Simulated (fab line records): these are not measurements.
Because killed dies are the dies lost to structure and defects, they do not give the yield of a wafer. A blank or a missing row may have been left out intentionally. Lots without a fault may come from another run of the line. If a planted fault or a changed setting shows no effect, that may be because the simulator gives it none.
8D (eight disciplines) problem report, filled in by code :: flow nandHarc :: the parts of the form that need people (team, actions taken, sign-off) are left out

== 1. THE PROBLEM ==
Mean of rawDefectCount at NHARC_P_GATE_INSPECT_68: 1275 across 2 wafers in 2 lots; on wafers with no fault it is 218 (standard deviation 91). Relative to the usual mean, that is a shift of +12 standard deviations.
First observed at day 9 15:23: wafer L213.4, on defectInspect-02. The record has a number at this step for 14 wafers belonging to 6 lots. Rule for "out", or "out of limits": more than 4 standard deviations from the usual mean. The rest of the wafers with a number are treated as sound.

== 2. WHAT IT IS, AND WHAT IT ISN'T ==
question: which readings at this step
is: rawDefectCount
is not: -

question: which lots
is: L213, L217
is not: L199, L200, L204, L218

question: which wafers of those lots
is: all that have a number
is not: -

question: read on which gauges
is: defectInspect-01, defectInspect-02
is not: -

question: when
is: from day 9 15:23
is not: up to then (9 sound wafers); but 3 sound wafers of L218 came after

== 3. THE SUSPECTS, EACH WITH WHAT RULES IT OUT ==
Counting: a tool at any process step up to the reading remains a suspect when it ran all the lots that are out and ran no sound lot after the first of those.
- the gauge at NHARC_P_GATE_INSPECT_68 is ruled out. The wafers that are out were read on 2 gauges (defectInspect-01, defectInspect-02).
- rieDiel-07 at NHARC_P_GATE_STRIP_108 (strips in O2): kept. It processed each lot that is out, first L213 at day 8 20:08, and no sound lot thereafter; up to then, the last sound lot it processed was L200 at day 5 20:16.
- wetBench-02 at NHARC_P_GATE_PRECLEAN_73 (cleans in SC1): kept. It processed each lot that is out, first L213 at day 8 20:23, and no sound lot thereafter; up to then, the last sound lot it processed was L200 at day 5 20:35.
- aldSin-01 at NHARC_P_GATE_ALD_36 (deposits SiNx, target thk 20 nm, pulse time 60 s, ald cycles 223): kept. It processed each lot that is out, first L213 at day 8 23:53, and no sound lot thereafter; up to then, the last sound lot it processed was L204 at day 6 23:18.
Left after counting: rieDiel-07 at NHARC_P_GATE_STRIP_108, wetBench-02 at NHARC_P_GATE_PRECLEAN_73, aldSin-01 at NHARC_P_GATE_ALD_36.

== 4. THE CAUSE (what the simulator had put in) ==
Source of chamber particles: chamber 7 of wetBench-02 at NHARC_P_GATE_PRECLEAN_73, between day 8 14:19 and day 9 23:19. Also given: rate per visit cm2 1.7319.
3 suspects survive the count, and this tool is in that group.

== 5. THE CHAIN OF EFFECTS, in route order ==
Each row: a reading where the mean over the struck wafers with a number is more than 3 standard deviations away from the usual. Scope: only readings with a usual standard deviation given in the record; hours: median across lots of the time from each lot's start at the first step in this table that gives one to its start at this step; sigmas: change in usual standard deviations.
hours: 0
step: NHARC_P_GATE_INSPECT_68
reading: rawDefectCount
usual: 218
on struck wafers: 1275
change: +1057
sigmas: +12

hours: 365
step: NHARC_END_SORT_01
reading: killedAtPeriphery
usual: 3.1
on struck wafers: 102.5
change: +99.4
sigmas: +50

hours: 365
step: NHARC_END_SORT_01
reading: killedDies
usual: 33
on struck wafers: 138
change: +104
sigmas: +9.5

== 6. WHAT WOULD HAVE CAUGHT IT SOONER ==
In this record the first reading out of limits at a measuring or inspecting step was taken at day 9 15:23, 25 hours after the fault began at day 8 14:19.
No tool reading at NHARC_P_GATE_PRECLEAN_73 that has a usual standard deviation in the record was out on any struck wafer, so an alarm limit of 4 standard deviations on those readings would not have fired.
Of the lots that are out (2), L217 began NHARC_P_GATE_PRECLEAN_73 on wetBench-02 after day 9 15:23. Holding the tool at that time would have saved it.
